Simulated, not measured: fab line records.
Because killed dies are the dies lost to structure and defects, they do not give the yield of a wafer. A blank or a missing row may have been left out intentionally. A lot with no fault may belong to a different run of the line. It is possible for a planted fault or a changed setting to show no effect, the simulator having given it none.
fab line records ; flow n5Finfet
record: lots: 7; wafers: 39
route steps=1938 shown BEOL_M4@1070 BEOL_M10@1512
startH: start of the lot's first displayed wafer, in hours after the record's first day ; waitH: time in hours since the lot's previous step ; " as in the row above ; L1.1+2: a single row standing in for several wafers ; - value missing, or start not given ; * or withheld: withheld ; < > ~ a bound
route shown NAME@n: a module of which the file shows steps, and the number in the route of the first ; usual: mean and standard deviation over wafers with no fault ; same: alike in all rows ; chamber/n: place in a boat ; sites: the reading at each site ; _std_site: standard deviation across them ; _edge_site: inner sites' mean taken away from outer sites' mean ; radiusMm: for every site, how far away it sits from the centre of the wafer ; mask NAME#n: copy n ; behind: tool/chamber where the wafer was last shaped ; hold: reason for holding the lot/hours on hold/outcome of the hold ; device: the n, p or np transistor that did not switch ; end of line: tests run on the same wafers once the route is complete ; a step given without rows: its recipe and nothing more ; killed: at the first sort, the dies lost to defects and structure; wafer yield is something else ; map: a wafer's dies, marking killed ones x, the rest . and places with no die _
set.NAME: the run value of the setting; set.NAME@STEP: its run value at that earlier step ; model.NAME: the simulator's own value behind a step, which no gauge read
one table per step and one row per wafer, for lots whose settings were changed on purpose
== steps ==
step: N5_BEOL_M4_TRENCH_ETCH_37
recipe: chemistry: C4F6/O2; targetDepthA: 555.55; target: SiOC; timeS: 29.2; ionEnergyEv: 250; pressureMtorr: 30; sourceW: 355; biasW: 185; Ar_flow_sccm: 300; C4F6_flow_sccm: 10; O2_flow_sccm: 10
lot.wafer;tool;chamber;startH;waitH;set.targetDepthA;model.BEOL_M4.featureDepthNm;model.etch.depthNm;model.TiN_of_BEOL_M4_HM_DEP_02.thkNm
L074.1;rieDiel-02;2;-;-;555.55;55.4;55.48;17.8
L074.2;rieDiel-02;1;-;-;248.8;24.4;24.32;19.2
L074.3;rieDiel-02;0;-;-;248.8;24.4;24.42;18.6
L074.4;rieDiel-02;3;-;-;555.55;52.4;52.31;18
L074.5;rieDiel-02;0;-;-;248.8;24.6;24.56;19.2
L074.6;rieDiel-02;3;-;-;555.55;52.8;52.82;17.6
L076.1;rieDiel-04;3;-;-;555.55;55.8;55.89;17.8
L076.2;rieDiel-04;2;-;-;863.2;83.6;83.64;16.4
L076.3;rieDiel-04;0;-;-;863.2;86.2;86.13;16.4
L076.4;rieDiel-04;1;-;-;863.2;84;84.04;16.4
L076.5;rieDiel-04;1;-;-;555.55;54.6;54.69;17.6
L076.6;rieDiel-04;2;-;-;555.55;54;53.93;18
L079.1;rieDiel-05;1;-;-;555.55;54.8;54.86;17.8
L079.2;rieDiel-05;3;-;-;555.55;57.4;57.41;17.8
L079.3;rieDiel-05;0;-;-;384.6;39.8;39.89;18.8
L079.4;rieDiel-05;2;-;-;384.6;37.6;37.56;18.6
L079.5;rieDiel-05;0;-;-;555.55;57.8;57.71;17.8
L079.6;rieDiel-05;1;-;-;384.6;38;38.06;18.8
L087.1;rieDiel-05;3;-;-;555.55;57;56.96;18.2
L087.2;rieDiel-05;2;-;-;555.55;53.8;53.83;18.2
L087.3;rieDiel-05;0;-;-;555.55;56.6;56.55;17.6
L087.4;rieDiel-05;1;-;-;555.55;54.2;54.25;18
L087.5;rieDiel-05;3;-;-;555.55;56.6;56.7;18.2
L087.6;rieDiel-05;0;-;-;555.55;57.2;57.18;18
L091.3;rieDiel-04;3;-;-;555.55;56;56.04;17.4
L091.4;rieDiel-04;2;-;-;555.55;54.2;54.12;18.2
L091.5;rieDiel-04;3;-;-;555.55;56;55.94;17.6
L090.1;rieDiel-02;2;-;-;555.55;54;54.01;17.8
L090.2;rieDiel-02;0;-;-;555.55;52.8;52.89;17.4
L090.3;rieDiel-02;3;-;-;555.55;51.4;51.36;18
L090.4;rieDiel-02;1;-;-;555.55;53.2;53.18;17.8
L090.5;rieDiel-02;1;-;-;555.55;53;53.05;17.8
L090.6;rieDiel-02;2;-;-;555.55;54.2;54.16;17.8
L092.1;rieDiel-05;0;-;-;555.55;56.6;56.67;18
L092.2;rieDiel-05;2;-;-;832.9;81.4;81.34;17
L092.3;rieDiel-05;3;-;-;832.9;84.6;84.64;16.4
L092.4;rieDiel-05;1;-;-;832.9;81.8;81.76;16.4
L092.5;rieDiel-05;2;-;-;555.55;54.4;54.31;18
L092.6;rieDiel-05;1;-;-;555.55;54;53.99;18
step: N5_BEOL_M4_ETCH_41
recipe: chemistry: CH3F/O2; target: SiCN; targetDepthA: 299; taperDeg: 2; timeS: 52.5; ionEnergyEv: 120; maskMaterial: TiN; pressureMtorr: 30; sourceW: 395; biasW: 75; Ar_flow_sccm: 150; CH3F_flow_sccm: 30; O2_flow_sccm: 20
step: N5_BEOL_M4_STRIP_97
recipe: chemistry: N2/H2; timeS: 10; powerW: 450; tempC: 40; pressureMtorr: 20; rfFrequencyHz: 6e+07; biasPowerW: 7; n2FlowSccm: 200; h2FlowSccm: 200
step: N5_BEOL_M4_OCD_MEAS_38
usual: trenchDepthNm: 54.9/1.3
lot.wafer;tool;chamber;startH;waitH;set.targetDepthA@BEOL_M4_TRENCH_ETCH_37;trenchDepthNm
L074.1;ocd-02;-;157.17;-;555.55;55.3
L074.2;ocd-02;-;157.17;-;248.8;24.3
L074.3;ocd-02;-;157.17;-;248.8;24.7
L074.4;ocd-02;-;157.17;-;555.55;52.1
L074.5;ocd-02;-;157.17;-;248.8;24.6
L074.6;ocd-02;-;157.17;-;555.55;52.7
L076.1;ocd-02;-;170.51;-;555.55;55.6
L076.2;ocd-02;-;170.51;-;863.2;83.6
L076.3;ocd-02;-;170.51;-;863.2;86.3
L076.4;ocd-02;-;170.51;-;863.2;84.0
L076.5;ocd-02;-;170.51;-;555.55;55.2
L076.6;ocd-02;-;170.51;-;555.55;54.2
L079.1;ocd-01;-;191.55;-;555.55;54.0
L079.2;ocd-01;-;191.55;-;555.55;57.7
L079.3;ocd-01;-;191.55;-;384.6;40.0
L079.4;ocd-01;-;191.55;-;384.6;38.0
L079.5;ocd-01;-;191.55;-;555.55;57.7
L079.6;ocd-01;-;191.55;-;384.6;38.0
L087.1;ocd-01;-;240.95;-;555.55;57.0
L087.2;ocd-01;-;240.95;-;555.55;54.0
L087.3;ocd-01;-;240.95;-;555.55;56.9
L087.4;ocd-01;-;240.95;-;555.55;54.9
L087.5;ocd-01;-;240.95;-;555.55;56.5
L087.6;ocd-01;-;240.95;-;555.55;57.3
L091.3;ocd-01;-;266.46;-;555.55;55.8
L091.4;ocd-01;-;266.46;-;555.55;54.7
L091.5;ocd-01;-;266.46;-;555.55;55.7
L090.1;ocd-01;-;274.15;-;555.55;54.1
L090.2;ocd-01;-;274.15;-;555.55;52.9
L090.3;ocd-01;-;274.15;-;555.55;51.0
L090.4;ocd-01;-;274.15;-;555.55;53.1
L090.5;ocd-01;-;274.15;-;555.55;53.5
L090.6;ocd-01;-;274.15;-;555.55;54.0
L092.1;ocd-02;-;285.33;-;555.55;56.8
L092.2;ocd-02;-;285.33;-;832.9;80.9
L092.3;ocd-02;-;285.33;-;832.9;84.6
L092.4;ocd-02;-;285.33;-;832.9;81.6
L092.5;ocd-02;-;285.33;-;555.55;54.3
L092.6;ocd-02;-;285.33;-;555.55;54.3
step: N5_BEOL_M4_SPUTTER_94
recipe: material: Cu; targetThkA: 45; tempC: -20; chamberPressurePa: 0.07; powerW: withheld; timeS: 8.29
lot.wafer;tool;chamber;startH;waitH;set.targetThkA
L074.1+2+3+4+5+6;pvdSputter-03;-;159.80;0.1;45
L076.1+3+4;pvdSputter-02;-;173.25;0.1;45
L076.2+5+6;pvdSputter-02;-;173.25;0.1;64.82
L079.1+2+6;pvdSputter-01;-;194.36;0.1;45
L079.3+4+5;pvdSputter-01;-;194.36;0.1;59.65
L087.1+3+6;pvdSputter-03;-;245.25;0.1;27.91
L087.2+4+5;pvdSputter-03;-;245.25;0.1;45
L091.3+4+5;pvdSputter-03;-;269.43;0.1;45
L090.1+2+4;pvdSputter-01;-;277.64;0.1;32.29
L090.3+5+6;pvdSputter-01;-;277.64;0.1;45
L092.1+2+6;pvdSputter-03;-;288.32;0.1;45
L092.3+4+5;pvdSputter-03;-;288.32;0.1;64.07
step: N5_BEOL_M4_ANNEAL_95
recipe: tempC: 400; timeS: 240; ambient: vacuum
step: N5_BEOL_M4_SPUTTER_96
recipe: material: Cu; targetThkA: 45; tempC: -20; chamberPressurePa: 0.07; powerW: withheld; timeS: 8.29
step: N5_BEOL_M4_ECD_50
recipe: material: Cu; targetThkA: 3000
step: N5_BEOL_M4_ANNEAL_51
recipe: tempC: 225; timeS: 90; ambient: N2
step: N5_BEOL_M4_CMP_52
recipe: stopOn: SiOC; tOverpolishS: 6.8; downForcePsi: 1; platenRpm: 50; clearingPlatenDownForcePsi: 1.5; clearingPlatenRpm: 50; postCmpClean: cuAlkaline; targetThkNm: 40; clearingPlatenPadVelocityMS: 0.99484; padVelocityMS: 0.99484
lot.wafer;tool;chamber;startH;waitH;set.targetDepthA@BEOL_M4_TRENCH_ETCH_37;model.Cu_of_BEOL_M4_ECD_50.thkNm
L074.4;cmp-03;3;160.52;0.1;555.55;35.2
L074.2;cmp-03;0;160.52;0.1;248.8;7.8
L074.1;cmp-03;1;160.52;0.1;555.55;38
L074.3;cmp-03;2;160.52;0.1;248.8;7.4
L074.5;cmp-03;3;160.52;0.1;248.8;8
L074.6;cmp-03;0;160.52;0.1;555.55;36.6
L076.2;cmp-01;2;173.97;0.2;863.2;-
L076.3;cmp-01;3;173.97;0.2;863.2;70
L076.1;cmp-01;0;173.97;0.2;555.55;41
L076.4;cmp-01;1;173.97;0.2;863.2;64.8
L076.5+6;cmp-01;2,3;173.97;0.2;555.55;-
L079.4+3;cmp-01;2,1;195.09;0.1;384.6;-
L079.2;cmp-01;3;195.09;0.1;555.55;43.6
L079.1;cmp-01;0;195.09;0.1;555.55;40.6
L079.6;cmp-01;2;195.09;0.1;384.6;21.8
L079.5;cmp-01;3;195.09;0.1;555.55;-
L087.4;cmp-01;0;245.96;0.1;555.55;40.4
L087.2;cmp-01;1;245.96;0.1;555.55;36.6
L087.3+1+6;cmp-01;2,3,0;245.96;0.1;555.55;-
L087.5;cmp-01;1;245.96;0.1;555.55;38.8
L091.3;cmp-04;3;270.47;0.5;555.55;36.6
L091.4;cmp-04;0;270.47;0.5;555.55;38
L091.5;cmp-04;1;270.47;0.5;555.55;39.4
L090.1+2+4;cmp-04;2,0,1;278.63;0.5;555.55;-
L090.3;cmp-04;3;278.63;0.5;555.55;31.4
L090.5;cmp-04;2;278.63;0.5;555.55;35.6
L090.6;cmp-04;3;278.63;0.5;555.55;34.4
L092.1;cmp-01;0;289.67;0.5;555.55;42.2
L092.2;cmp-01;1;289.67;0.5;832.9;63
L092.4+3;cmp-01;2,3;289.67;0.5;832.9;-
L092.5;cmp-01;0;289.67;0.5;555.55;-
L092.6;cmp-01;1;289.67;0.5;555.55;36
step: N5_BEOL_M4_PRE_CLEAN_60
recipe: gas: NH3/H2; timeS: 15; tempC: *; rfPowerW: 300
step: N5_BEOL_M4_PRE_CLEAN_56
recipe: gas: NH3; timeS: 15; tempC: withheld; rfPowerW: 300
step: N5_BEOL_M4_DEP_57
recipe: material: SiCN; targetThkA: 80; tempC: withheld; precursor: 3MS/NH3; pressureTorr: 3; rfW: 202; timeS: 14
step: N5_BEOL_M4_RS_MEAS_58
recipe: thkMeasGauge: four-point-probe; reads: Co_of_BEOL_M4_CO_CAP_55+Cu_of_BEOL_M4_ECD_50+Co_of_BEOL_M4_CVD_47+TaN_of_BEOL_M4_ALD_84
usual: M4_RS: 0.70/0.05
lot.wafer;tool;chamber;startH;waitH;set.targetDepthA@BEOL_M4_TRENCH_ETCH_37;M4_RS[ohm/sq]
L074.1;filmMetro-02;-;161.07;0.0;555.55;0.72
L074.2;filmMetro-02;-;161.07;0.0;248.8;6.52
L074.3;filmMetro-02;-;161.07;0.0;248.8;7.12
L074.4;filmMetro-02;-;161.07;0.0;555.55;0.79
L074.5;filmMetro-02;-;161.07;0.0;248.8;6.32
L074.6;filmMetro-02;-;161.07;0.0;555.55;0.75
L076.1;filmMetro-01;-;174.61;0.0;555.55;0.65
L076.2;filmMetro-01;-;174.61;0.0;863.2;0.35
L076.3;filmMetro-01;-;174.61;0.0;863.2;0.33
L076.4;filmMetro-01;-;174.61;0.0;863.2;0.37
L076.5;filmMetro-01;-;174.61;0.0;555.55;0.74
L076.6;filmMetro-01;-;174.61;0.0;555.55;0.72
L079.1;filmMetro-01;-;195.65;0.0;555.55;0.66
L079.2;filmMetro-01;-;195.65;0.0;555.55;0.60
L079.3;filmMetro-01;-;195.65;0.0;384.6;1.46
L079.4;filmMetro-01;-;195.65;0.0;384.6;1.61
L079.5;filmMetro-01;-;195.65;0.0;555.55;0.61
L079.6;filmMetro-01;-;195.65;0.0;384.6;1.51
L087.1;filmMetro-02;-;246.52;0.0;555.55;0.65
L087.2;filmMetro-02;-;246.52;0.0;555.55;0.75
L087.3;filmMetro-02;-;246.52;0.0;555.55;0.66
L087.4;filmMetro-02;-;246.52;0.0;555.55;0.66
L087.5;filmMetro-02;-;246.52;0.0;555.55;0.69
L087.6;filmMetro-02;-;246.52;0.0;555.55;0.60
L091.3;filmMetro-01;-;270.95;0.1;555.55;0.75
L091.4;filmMetro-01;-;270.95;0.1;555.55;0.72
L091.5;filmMetro-01;-;270.95;0.1;555.55;0.68
L090.1;filmMetro-02;-;279.19;0.0;555.55;0.74
L090.2;filmMetro-02;-;279.19;0.0;555.55;0.76
L090.3;filmMetro-02;-;279.19;0.0;555.55;0.92
L090.4;filmMetro-02;-;279.19;0.0;555.55;0.75
L090.5;filmMetro-02;-;279.19;0.0;555.55;0.78
L090.6;filmMetro-02;-;279.19;0.0;555.55;0.81
L092.1;filmMetro-02;-;290.27;0.1;555.55;0.62
L092.2;filmMetro-02;-;290.27;0.1;832.9;0.38
L092.3;filmMetro-02;-;290.27;0.1;832.9;0.34
L092.4;filmMetro-02;-;290.27;0.1;832.9;0.37
L092.5;filmMetro-02;-;290.27;0.1;555.55;0.70
L092.6;filmMetro-02;-;290.27;0.1;555.55;0.77
step: N5_BEOL_M10_TRENCH_ETCH_37
recipe: chemistry: C4F6/O2; targetDepthA: 1488.3; target: SiCOH_lowk; timeS: 48; ionEnergyEv: 250; pressureMtorr: 30; sourceW: 345; biasW: 185; Ar_flow_sccm: 300; C4F6_flow_sccm: 10; O2_flow_sccm: 10
lot.wafer;tool;chamber;startH;waitH;set.timeS;model.BEOL_M10.featureDepthNm;model.etch.depthNm;model.TiN_of_BEOL_M10_HM_DEP_02.thkNm
L074.1;rieDiel-04;3;-;-;34.07;104;104.1;16.8
L074.2;rieDiel-04;2;-;-;34.07;101.8;101.8;17.6
L074.3;rieDiel-04;0;-;-;48;147.6;147.5;16.2
L074.4;rieDiel-04;0;-;-;34.07;104.4;104.4;16.8
L074.5;rieDiel-04;3;-;-;48;146.2;146.2;16
L074.6;rieDiel-04;2;-;-;48;144.6;144.6;16.2
L076.1;rieDiel-02;0;-;-;73.06;222.2;222.3;14.2
L076.2;rieDiel-02;1;-;-;73.06;223.4;223.5;14.4
L076.3;rieDiel-02;3;-;-;73.06;215.2;215.2;14.4
L076.4;rieDiel-02;3;-;-;48;141;140.9;16.4
L076.5;rieDiel-02;1;-;-;48;146;146;16.2
L076.6;rieDiel-02;0;-;-;48;145.6;145.7;16.4
L079.1;rieDiel-02;0;-;-;48;144.2;144.1;15.8
L079.2;rieDiel-02;2;-;-;48;147;147;15.8
L079.3;rieDiel-02;3;-;-;48;140.6;140.7;15.8
L079.4;rieDiel-02;1;-;-;48;145.8;145.8;15.8
L079.5;rieDiel-02;2;-;-;48;148.2;148.2;15.6
L079.6;rieDiel-02;3;-;-;48;141;141.1;15.6
L087.1;rieDiel-02;2;-;-;48;146.4;146.4;16.2
L087.2;rieDiel-02;1;-;-;68.1;204;203.9;14.4
L087.3;rieDiel-02;0;-;-;48;149.6;149.6;16.2
L087.4;rieDiel-02;1;-;-;68.1;203.6;203.7;14.6
L087.5;rieDiel-02;2;-;-;48;146.6;146.6;16
L087.6;rieDiel-02;0;-;-;68.1;211.4;211.4;14.4
L091.3;rieDiel-02;1;-;-;48;141;141;16.6
L091.4;rieDiel-02;0;-;-;48;151.2;151.1;15.4
L091.5;rieDiel-02;1;-;-;48;142.2;142.2;15.8
L090.1;rieDiel-04;0;-;-;32;97.8;97.77;17.2
L090.2;rieDiel-04;2;-;-;48;142.6;142.7;16.4
L090.3;rieDiel-04;1;-;-;32;99.6;99.57;17
L090.4;rieDiel-04;0;-;-;48;146.4;146.5;16.2
L090.5;rieDiel-04;1;-;-;48;149;149;15.8
L090.6;rieDiel-04;2;-;-;32;95.2;95.13;17.4
L092.1;rieDiel-04;2;-;-;48;142.6;142.7;16
L092.2;rieDiel-04;0;-;-;48;147.2;147.3;15.8
L092.3;rieDiel-04;3;-;-;48;148;148;15.8
L092.4;rieDiel-04;1;-;-;48;150.6;150.6;15.8
L092.5;rieDiel-04;1;-;-;48;149.2;149.1;15.8
L092.6;rieDiel-04;2;-;-;48;143.6;143.6;15.8
step: N5_BEOL_M10_ETCH_41
recipe: chemistry: CH3F/O2; target: SiCN; targetDepthA: 426; taperDeg: 2; timeS: 86; ionEnergyEv: 120; maskMaterial: TiN; pressureMtorr: 30; sourceW: 395; biasW: 75; Ar_flow_sccm: 150; CH3F_flow_sccm: 30; O2_flow_sccm: 20
step: N5_BEOL_M10_STRIP_77
recipe: chemistry: N2/H2; timeS: 10; powerW: 450; tempC: 40; pressureMtorr: 20; rfFrequencyHz: 6e+07; biasPowerW: 7; n2FlowSccm: 200; h2FlowSccm: 200
step: N5_BEOL_M10_OCD_MEAS_38
usual: trenchDepthNm: 146/3.2
lot.wafer;tool;chamber;startH;waitH;set.timeS@BEOL_M10_TRENCH_ETCH_37;trenchDepthNm
L074.1;ocd-01;-;206.93;-;34.07;104
L074.2;ocd-01;-;206.93;-;34.07;102
L074.3;ocd-01;-;206.93;-;48;147
L074.4;ocd-01;-;206.93;-;34.07;104
L074.5;ocd-01;-;206.93;-;48;147
L074.6;ocd-01;-;206.93;-;48;145
L076.1;ocd-02;-;217.38;-;73.06;222
L076.2;ocd-02;-;217.38;-;73.06;224
L076.3;ocd-02;-;217.38;-;73.06;215
L076.4;ocd-02;-;217.38;-;48;141
L076.5;ocd-02;-;217.38;-;48;146
L076.6;ocd-02;-;217.38;-;48;146
L079.1;ocd-02;-;246.14;-;48;144
L079.2;ocd-02;-;246.14;-;48;147
L079.3;ocd-02;-;246.14;-;48;141
L079.4;ocd-02;-;246.14;-;48;146
L079.5;ocd-02;-;246.14;-;48;148
L079.6;ocd-02;-;246.14;-;48;141
L087.1;ocd-02;-;296.72;-;48;147
L087.2;ocd-02;-;296.72;-;68.1;204
L087.3;ocd-02;-;296.72;-;48;150
L087.4;ocd-02;-;296.72;-;68.1;204
L087.5;ocd-02;-;296.72;-;48;147
L087.6;ocd-02;-;296.72;-;68.1;212
L091.3;ocd-02;-;322.65;-;48;141
L091.4;ocd-02;-;322.65;-;48;152
L091.5;ocd-02;-;322.65;-;48;142
L090.1;ocd-02;-;333.35;-;32;98
L090.2;ocd-02;-;333.35;-;48;143
L090.3;ocd-02;-;333.35;-;32;99
L090.4;ocd-02;-;333.35;-;48;147
L090.5;ocd-02;-;333.35;-;48;149
L090.6;ocd-02;-;333.35;-;32;95
L092.1;ocd-01;-;339.05;-;48;143
L092.2;ocd-01;-;339.05;-;48;147
L092.3;ocd-01;-;339.05;-;48;148
L092.4;ocd-01;-;339.05;-;48;151
L092.5;ocd-01;-;339.05;-;48;149
L092.6;ocd-01;-;339.05;-;48;144
step: N5_BEOL_M10_HM_STRIP_39
recipe: chemistry: peroxideTinStrip; material: TiN; targetDepthA: 250; tempC: 50; timeS: 158
step: N5_BEOL_M10_SRD_40
recipe: timeS: 30; tempC: 23; rinseLiquid: diw; dry: ipaMarangoni
step: N5_BEOL_M10_ECD_50
recipe: material: Cu; targetThkA: 3180
step: N5_BEOL_M10_ANNEAL_51
recipe: tempC: 225; timeS: 90; ambient: N2
step: N5_BEOL_M10_CMP_52
recipe: stopOn: SiCOH_lowk; tOverpolishS: 7; downForcePsi: 1; platenRpm: 50; clearingPlatenDownForcePsi: 1.5; clearingPlatenRpm: 50; postCmpClean: cuAlkaline; targetThkNm: 140; clearingPlatenPadVelocityMS: 0.99484; padVelocityMS: 0.99484
lot.wafer;tool;chamber;startH;waitH;set.timeS@BEOL_M10_TRENCH_ETCH_37;model.Cu_of_BEOL_M10_ECD_50.thkNm
L074.1;cmp-02;1;210.16;0.3;34.07;96
L074.4;cmp-02;2;210.16;0.3;34.07;95
L074.3;cmp-02;3;210.16;0.3;48;137.8
L074.2;cmp-02;0;210.16;0.3;34.07;93.8
L074.6;cmp-02;1;210.16;0.3;48;137
L074.5;cmp-02;2;210.16;0.3;48;136.2
L076.2;cmp-03;2;220.33;0.2;73.06;213.2
L076.4;cmp-03;3;220.33;0.2;48;131
L076.3;cmp-03;0;220.33;0.2;73.06;205
L076.1;cmp-03;1;220.33;0.2;73.06;212.2
L076.5;cmp-03;2;220.33;0.2;48;136.2
L076.6;cmp-03;3;220.33;0.2;48;135.8
L079.2;cmp-03;2;248.98;0.2;48;136.4
L079.4;cmp-03;3;248.98;0.2;48;136.6
L079.1;cmp-03;0;248.98;0.2;48;134.6
L079.3;cmp-03;1;248.98;0.2;48;132.2
L079.6;cmp-03;2;248.98;0.2;48;131.8
L079.5;cmp-03;3;248.98;0.2;48;138.6
L087.1;cmp-02;1;298.99;0.5;48;138.2
L087.2;cmp-02;2;298.99;0.5;68.1;194.4
L087.4;cmp-02;3;298.99;0.5;68.1;194.6
L087.3;cmp-02;0;298.99;0.5;48;140.8
L087.5;cmp-02;1;298.99;0.5;48;138
L087.6;cmp-02;2;298.99;0.5;68.1;202.6
L091.3;cmp-02;0;325.24;0.2;48;132.4
L091.4;cmp-02;1;325.24;0.2;48;142.6
L091.5;cmp-02;1;325.24;0.2;48;134
L090.4+5;cmp-03;1;335.34;0.1;48;139.8
L090.3;cmp-03;2;335.34;0.1;32;89
L090.1;cmp-03;3;335.34;0.1;32;89.8
L090.2;cmp-03;0;335.34;0.1;48;133.8
L090.6;cmp-03;2;335.34;0.1;32;86
L092.1;cmp-01;2;341.34;0.3;48;131
L092.2;cmp-01;3;341.34;0.3;48;138.2
L092.4;cmp-01;0;341.34;0.3;48;143.2
L092.3;cmp-01;1;341.34;0.3;48;137
L092.5;cmp-01;2;341.34;0.3;48;138.8
L092.6;cmp-01;3;341.34;0.3;48;134.8
step: N5_BEOL_M10_THK_MEAS_53
recipe: thkMeasGauge: xrf; reads: Cu_of_BEOL_M10_ECD_50
usual: M10_THK: 135/3.2
lot.wafer;tool;chamber;startH;waitH;set.timeS@BEOL_M10_TRENCH_ETCH_37;M10_THK[nm]
L074.1;filmMetro-02;-;210.45;-;34.07;96
L074.2;filmMetro-02;-;210.45;-;34.07;94
L074.3;filmMetro-02;-;210.45;-;48;137
L074.4;filmMetro-02;-;210.45;-;34.07;95
L074.5;filmMetro-02;-;210.45;-;48;137
L074.6;filmMetro-02;-;210.45;-;48;137
L076.1;filmMetro-02;-;220.62;-;73.06;209
L076.2;filmMetro-02;-;220.62;-;73.06;210
L076.3;filmMetro-02;-;220.62;-;73.06;204
L076.4;filmMetro-02;-;220.62;-;48;130
L076.5;filmMetro-02;-;220.62;-;48;135
L076.6;filmMetro-02;-;220.62;-;48;135
L079.1;filmMetro-02;-;249.28;-;48;135
L079.2;filmMetro-02;-;249.28;-;48;136
L079.3;filmMetro-02;-;249.28;-;48;133
L079.4;filmMetro-02;-;249.28;-;48;137
L079.5;filmMetro-02;-;249.28;-;48;139
L079.6;filmMetro-02;-;249.28;-;48;132
L087.1;filmMetro-02;-;299.29;-;48;137
L087.2;filmMetro-02;-;299.29;-;68.1;192
L087.3;filmMetro-02;-;299.29;-;48;139
L087.4;filmMetro-02;-;299.29;-;68.1;192
L087.5;filmMetro-02;-;299.29;-;48;136
L087.6;filmMetro-02;-;299.29;-;68.1;200
L091.3;filmMetro-02;-;325.54;-;48;132
L091.4;filmMetro-02;-;325.54;-;48;143
L091.5;filmMetro-02;-;325.54;-;48;134
L090.1;filmMetro-01;-;335.63;-;32;89
L090.2;filmMetro-01;-;335.63;-;48;132
L090.3;filmMetro-01;-;335.63;-;32;88
L090.4;filmMetro-01;-;335.63;-;48;139
L090.5;filmMetro-01;-;335.63;-;48;138
L090.6;filmMetro-01;-;335.63;-;32;85
L092.1;filmMetro-01;-;341.63;-;48;128
L092.2;filmMetro-01;-;341.63;-;48;136
L092.3;filmMetro-01;-;341.63;-;48;135
L092.4;filmMetro-01;-;341.63;-;48;141
L092.5;filmMetro-01;-;341.63;-;48;136
L092.6;filmMetro-01;-;341.63;-;48;132
step: N5_BEOL_M10_PRE_CLEAN_55
recipe: gas: NH3; timeS: 15; tempC: withheld; rfPowerW: 300
step: N5_BEOL_M10_DEP_56
recipe: material: SiCN; targetThkA: 150; tempC: withheld; precursor: 3MS/NH3; pressureTorr: 3; rfW: 202; timeS: 26.5
step: N5_BEOL_M10_RS_MEAS_57
recipe: thkMeasGauge: four-point-probe; reads: Cu_of_BEOL_M10_ECD_50+Co_of_BEOL_M10_CVD_75+TaN_of_BEOL_M10_ALD_74
usual: M10_RS: 0.155/0.0042
lot.wafer;tool;chamber;startH;waitH;set.timeS@BEOL_M10_TRENCH_ETCH_37;M10_RS[ohm/sq]
L074.1;filmMetro-01;-;210.59;0.1;34.07;0.231
L074.2;filmMetro-01;-;210.59;0.1;34.07;0.237
L074.3;filmMetro-01;-;210.59;0.1;48;0.153
L074.4;filmMetro-01;-;210.59;0.1;34.07;0.234
L074.5;filmMetro-01;-;210.59;0.1;48;0.156
L074.6;filmMetro-01;-;210.59;0.1;48;0.155
L076.1;filmMetro-02;-;220.76;0.1;73.06;0.096
L076.2;filmMetro-02;-;220.76;0.1;73.06;0.096
L076.3;filmMetro-02;-;220.76;0.1;73.06;0.100
L076.4;filmMetro-02;-;220.76;0.1;48;0.162
L076.5;filmMetro-02;-;220.76;0.1;48;0.156
L076.6;filmMetro-02;-;220.76;0.1;48;0.156
L079.1;filmMetro-01;-;249.41;0.1;48;0.158
L079.2;filmMetro-01;-;249.41;0.1;48;0.155
L079.3;filmMetro-01;-;249.41;0.1;48;0.161
L079.4;filmMetro-01;-;249.41;0.1;48;0.155
L079.5;filmMetro-01;-;249.41;0.1;48;0.153
L079.6;filmMetro-01;-;249.41;0.1;48;0.161
L087.1;filmMetro-02;-;299.42;0.1;48;0.153
L087.2;filmMetro-02;-;299.42;0.1;68.1;0.106
L087.3;filmMetro-02;-;299.42;0.1;48;0.150
L087.4;filmMetro-02;-;299.42;0.1;68.1;0.106
L087.5;filmMetro-02;-;299.42;0.1;48;0.154
L087.6;filmMetro-02;-;299.42;0.1;68.1;0.101
L091.3;filmMetro-01;-;325.68;0.1;48;0.161
L091.4;filmMetro-01;-;325.68;0.1;48;0.148
L091.5;filmMetro-01;-;325.68;0.1;48;0.159
L090.1;filmMetro-02;-;335.77;0.1;32;0.250
L090.2;filmMetro-02;-;335.77;0.1;48;0.159
L090.3;filmMetro-02;-;335.77;0.1;32;0.252
L090.4;filmMetro-02;-;335.77;0.1;48;0.152
L090.5;filmMetro-02;-;335.77;0.1;48;0.151
L090.6;filmMetro-02;-;335.77;0.1;32;0.263
L092.1;filmMetro-02;-;341.77;0.1;48;0.163
L092.2;filmMetro-02;-;341.77;0.1;48;0.153
L092.3;filmMetro-02;-;341.77;0.1;48;0.155
L092.4;filmMetro-02;-;341.77;0.1;48;0.147
L092.5;filmMetro-02;-;341.77;0.1;48;0.153
L092.6;filmMetro-02;-;341.77;0.1;48;0.157
== key ==
split: step: N5_BEOL_M4_TRENCH_ETCH_37; setting: targetDepthA; stated: 555.55; by: wafer
response: step: N5_BEOL_M4_TRENCH_ETCH_37; reading: model.BEOL_M4.featureDepthNm; change: +0.544; per: 1%; r: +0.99
response: step: N5_BEOL_M4_TRENCH_ETCH_37; reading: model.etch.depthNm; change: +0.543; per: 1%; r: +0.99
response: step: N5_BEOL_M4_TRENCH_ETCH_37; reading: model.TiN_of_BEOL_M4_HM_DEP_02.thkNm; change: -0.0254; per: 1%; r: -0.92
response: step: N5_BEOL_M4_OCD_MEAS_38; reading: trenchDepthNm; change: +0.538; per: 1%; r: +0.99
response: step: N5_BEOL_M4_CMP_52; reading: model.Cu_of_BEOL_M4_ECD_50.thkNm; change: +0.514; per: 1%; r: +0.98
response: step: N5_BEOL_M4_RS_MEAS_58; reading: M4_RS; shape: bent; atLowest: 6.65; atStated: 0.71; atHighest: 0.35
split: step: N5_BEOL_M4_SPUTTER_94; setting: targetThkA; stated: 45; by: wafer
response none clear
split: step: N5_BEOL_M10_TRENCH_ETCH_37; setting: timeS; stated: 48; by: wafer
response: step: N5_BEOL_M10_TRENCH_ETCH_37; reading: model.BEOL_M10.featureDepthNm; change: +1.44; per: 1%; r: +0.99
response: step: N5_BEOL_M10_TRENCH_ETCH_37; reading: model.etch.depthNm; change: +1.44; per: 1%; r: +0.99
response: step: N5_BEOL_M10_TRENCH_ETCH_37; reading: model.TiN_of_BEOL_M10_HM_DEP_02.thkNm; change: -0.0368; per: 1%; r: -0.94
response: step: N5_BEOL_M10_OCD_MEAS_38; reading: trenchDepthNm; change: +1.44; per: 1%; r: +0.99
response: step: N5_BEOL_M10_CMP_52; reading: model.Cu_of_BEOL_M10_ECD_50.thkNm; change: +1.44; per: 1%; r: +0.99
response: step: N5_BEOL_M10_THK_MEAS_53; reading: M10_THK; change: +1.42; per: 1%; r: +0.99
response: step: N5_BEOL_M10_RS_MEAS_57; reading: M10_RS; shape: bent; atLowest: 0.255; atStated: 0.155; atHighest: 0.097
